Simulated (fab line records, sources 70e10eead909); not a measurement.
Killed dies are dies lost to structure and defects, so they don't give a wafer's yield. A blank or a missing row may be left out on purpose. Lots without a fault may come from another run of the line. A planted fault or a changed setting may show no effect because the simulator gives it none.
Which tool did it? | flow nand_harc | 12 lots, 36 wafers sampled, at 5 steps of a route of 1302

WHAT THE GAUGES READ, wafer by wafer
NHARC_END_SORT_01.
lot  | measured     | on        | killed_at_array | killed_at_other | killed_at_periphery | killed_dies | killed_open | killed_short
L436 | day 32 18:00 | prober-01 | 36 151 147      | 0 0 0           | 6 4 6               | 42 155 153  | 3 4 5       | 5 2 0
L435 | day 33 04:43 | prober-02 | 42 86 52        | 0 2 0           | 5 3 4               | 47 91 56    | 1 3 2       | 1 2 3
L437 | day 33 09:38 | prober-01 | 39 118 118      | 2 1 1           | 1 4 4               | 42 123 123  | 1 3 2       | 1 4 0

WHICH TOOL RAN EACH LOT (tool, then ch and the chambers of the sampled wafers, then the start)
lot  | NHARC_A_CONTACT_ETCH_88            | NHARC_A_CONTACT_ETCH_136             | NHARC_A_CONTACT_ETCH_137             | NHARC_A_CONTACT_ETCH_139
L415 | rie_diel-10 ch 0,2, day 22 12:16   | har_cap_etch-01 ch 0,1, day 22 13:46 | har_cap_etch-01 ch 0,1, day 22 14:02 | har_cap_etch-01 ch 0,1, day 22 14:35
L416 | rie_diel-01 ch 0,1, day 22 13:31   | har_cap_etch-02 ch 0,1, day 22 15:04 | har_cap_etch-02 ch 0,1, day 22 15:20 | har_cap_etch-02 ch 0,1, day 22 15:53
L418 | rie_diel-01 ch 0,3, day 23 07:46   | har_cap_etch-01 ch 0,1, day 23 09:21 | har_cap_etch-01 ch 0,1, day 23 09:37 | har_cap_etch-01 ch 0,1, day 23 10:10
L419 | rie_diel-03 ch 1,2, day 23 14:43   | har_cap_etch-01 ch 0,1, day 23 16:22 | har_cap_etch-01 ch 0,1, day 23 16:38 | har_cap_etch-01 ch 0,1, day 23 17:11
L420 | rie_diel-10 ch 2,3, day 24 00:08   | har_cap_etch-03 ch 0,1, day 24 01:42 | har_cap_etch-03 ch 0,1, day 24 01:58 | har_cap_etch-03 ch 0,1, day 24 02:31
L421 | rie_diel-03 ch 0,1,3, day 24 19:50 | har_cap_etch-03 ch 0,1, day 24 21:20 | har_cap_etch-03 ch 0,1, day 24 21:37 | har_cap_etch-03 ch 0,1, day 24 22:09
L426 | rie_diel-01 ch 0,1, day 26 23:56   | har_cap_etch-02 ch 1, day 27 01:26   | har_cap_etch-02 ch 1, day 27 01:43   | har_cap_etch-02 ch 1, day 27 02:15
L427 | rie_diel-03 ch 0,1,3, day 27 01:44 | har_cap_etch-03 ch 0,1, day 27 03:15 | har_cap_etch-03 ch 0,1, day 27 03:32 | har_cap_etch-03 ch 0,1, day 27 04:04
L436 | rie_diel-01 ch 0,2, day 30 11:28   | har_cap_etch-01 ch 0,1, day 30 12:59 | har_cap_etch-01 ch 0,1, day 30 13:15 | har_cap_etch-01 ch 0,1, day 30 13:47
L435 | rie_diel-01 ch 0,1, day 30 15:58   | har_cap_etch-01 ch 0,1, day 30 18:07 | har_cap_etch-01 ch 0,1, day 30 18:23 | har_cap_etch-01 ch 0,1, day 30 18:56
L437 | rie_diel-01 ch 0,1, day 30 23:50   | har_cap_etch-01 ch 0,1, day 31 02:04 | har_cap_etch-01 ch 0,1, day 31 02:26 | har_cap_etch-01 ch 0,1, day 31 03:09
L438 | rie_diel-10 ch 0,2,3, day 31 22:26 | har_cap_etch-01 ch 0,1, day 32 00:07 | har_cap_etch-01 ch 0,1, day 32 00:23 | har_cap_etch-01 ch 0,1, day 32 00:56
- NHARC_A_CONTACT_ETCH_88: etches the open film in CF4, target depth 39 nm, time 65 s.
- NHARC_A_CONTACT_ETCH_136: etches the open film in C4F8/O2/Ar, time 311 s, target depth 1912 nm.
- NHARC_A_CONTACT_ETCH_137: etches the open film in C4F8/O2/Ar, time 311 s, target depth 1912 nm.
- NHARC_A_CONTACT_ETCH_139: etches the open film in C4F8/O2/Ar, time 195 s, target depth 840 nm.

WHAT THE TOOLS THEMSELVES READ (means of the sampled wafers that have a number; where no wafer has one, the mark that the record gives instead)
NHARC_A_CONTACT_ETCH_88.
lot  | tool        | chamber_pressure_mTorr (mTorr) | drypump_motor_current_A (A) | oes_product_au (a.u.) | rf_vpp_V (V) | run_length_s (s) | showerhead_plenum_p_Torr (Torr) | throttle_valve_pct (%)
L415 | rie_diel-10 | 50.02                          | 5.3                         | 1.001                 | 151.9        | 86.1             | 1.80                            | 13.280
L416 | rie_diel-01 | 50.02                          | 5.7                         | 1.009                 | 151.5        | 86.0             | 1.82                            | 13.288
L418 | rie_diel-01 | 49.96                          | 5.6                         | 1.003                 | 151.4        | 85.5             | 1.79                            | 13.284
L419 | rie_diel-03 | 49.99                          | 6.3                         | 1.000                 | 151.3        | 86.6             | 1.79                            | 13.280
L420 | rie_diel-10 | 50.04                          | 5.8                         | 1.001                 | 150.8        | 86.5             | 1.80                            | 13.286
L421 | rie_diel-03 | 49.99                          | 6.0                         | 1.000                 | 152.1        | 86.2             | 1.79                            | 13.293
L426 | rie_diel-01 | 50.00                          | 5.9                         | 1.003                 | 151.8        | 86.4             | 1.83                            | 13.288
L427 | rie_diel-03 | 50.01                          | 6.0                         | 0.996                 | 151.7        | 86.3             | 1.79                            | 13.288
L436 | rie_diel-01 | 50.01                          | 5.5                         | 1.002                 | 151.5        | 74.4             | 1.77                            | 13.284
L435 | rie_diel-01 | 49.99                          | 5.9                         | 1.002                 | 152.4        | 80.6             | 1.82                            | 13.288
L437 | rie_diel-01 | 50.01                          | 5.7                         | 0.991                 | 150.9        | 74.6             | 1.80                            | 13.280
L438 | rie_diel-10 | 49.98                          | 5.6                         | 1.006                 | 151.3        | 86.1             | 1.76                            | 13.284

NHARC_A_CONTACT_ETCH_136.
lot  | tool            | chamber_pressure_mTorr (mTorr)
L415 | har_cap_etch-01 | 19.986
L416 | har_cap_etch-02 | 20.004
L418 | har_cap_etch-01 | 20.003
L419 | har_cap_etch-01 | 20.009
L420 | har_cap_etch-03 | 19.986
L421 | har_cap_etch-03 | 20.006
L426 | har_cap_etch-02 | 20.008
L427 | har_cap_etch-03 | 19.995
L436 | har_cap_etch-01 | 20.008
L435 | har_cap_etch-01 | 19.998
L437 | har_cap_etch-01 | 19.997
L438 | har_cap_etch-01 | 19.994

NHARC_A_CONTACT_ETCH_137.
lot  | tool            | chamber_pressure_mTorr (mTorr)
L415 | har_cap_etch-01 | 20.016
L416 | har_cap_etch-02 | 20.007
L418 | har_cap_etch-01 | 20.006
L419 | har_cap_etch-01 | 19.989
L420 | har_cap_etch-03 | 20.000
L421 | har_cap_etch-03 | 19.994
L426 | har_cap_etch-02 | 20.023
L427 | har_cap_etch-03 | 19.973
L436 | har_cap_etch-01 | 20.007
L435 | har_cap_etch-01 | 20.017
L437 | har_cap_etch-01 | 19.991
L438 | har_cap_etch-01 | 19.994

NHARC_A_CONTACT_ETCH_139.
lot  | tool            | chamber_pressure_mTorr (mTorr) | run_length_s (s)
L415 | har_cap_etch-01 | 20.003                         | 225.8
L416 | har_cap_etch-02 | 20.003                         | 226.4
L418 | har_cap_etch-01 | 20.000                         | 225.5
L419 | har_cap_etch-01 | 20.009                         | 225.7
L420 | har_cap_etch-03 | 19.985                         | 226.5
L421 | har_cap_etch-03 | 20.017                         | 226.3
L426 | har_cap_etch-02 | 19.990                         | 226.1
L427 | har_cap_etch-03 | 20.009                         | 226.5
L436 | har_cap_etch-01 | 19.998                         | 225.6
L435 | har_cap_etch-01 | 19.995                         | 225.7
L437 | har_cap_etch-01 | 19.998                         | 225.7
L438 | har_cap_etch-01 | 19.983                         | 225.7

THE ANSWER, worked out from the rows above alone
Rule: what is usual is taken from the lots themselves. Put in order of their means at a reading, lots are off if they are a third of the lots or fewer, leave a main group of 4 or more, and stand apart from it by a gap of 3 or more times the standard deviation of the main group's means; of several such gaps the widest counts. A main group whose means are all the same, to the digits that the tables above print for the reading, isn't used. A lot without any number at a reading at which 4 lots or more have one is off too. The other lots that the step has rows for count as sound. The gauges are gone through in route order, then the tools' own readings, and for those a lot's mean is taken as printed above. The first step at which some lot is off is used, and at that step the reading that is off furthest; a lot without a number counts as furthest.
Off: L436, L435, L437, at NHARC_A_CONTACT_ETCH_88 (run_length_s). The main group: mean 86.2 s, standard deviation 0.31.
A tool fits if, at that step or a process step before it, it ran every lot that is off, and no sound lot after the first of them. One fits: rie_diel-01 at NHARC_A_CONTACT_ETCH_88. Its last sound lot is L426 (day 26 23:56), its first lot that is off L436 (day 30 11:28): a fault that began between those two fits.
The tool's own readings at NHARC_A_CONTACT_ETCH_88 bear it out: on the lots that are off they differ by more than 5 times the standard deviation of the sound lots' means. run_length_s reads 76.5 s there against 86.2 s on the sound lots.

WHAT THE SIMULATOR HAD PUT IN
Process parameter drift: rie_diel-01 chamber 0, from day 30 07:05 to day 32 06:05, at NHARC_A_CONTACT_ETCH_88. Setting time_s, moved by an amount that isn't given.
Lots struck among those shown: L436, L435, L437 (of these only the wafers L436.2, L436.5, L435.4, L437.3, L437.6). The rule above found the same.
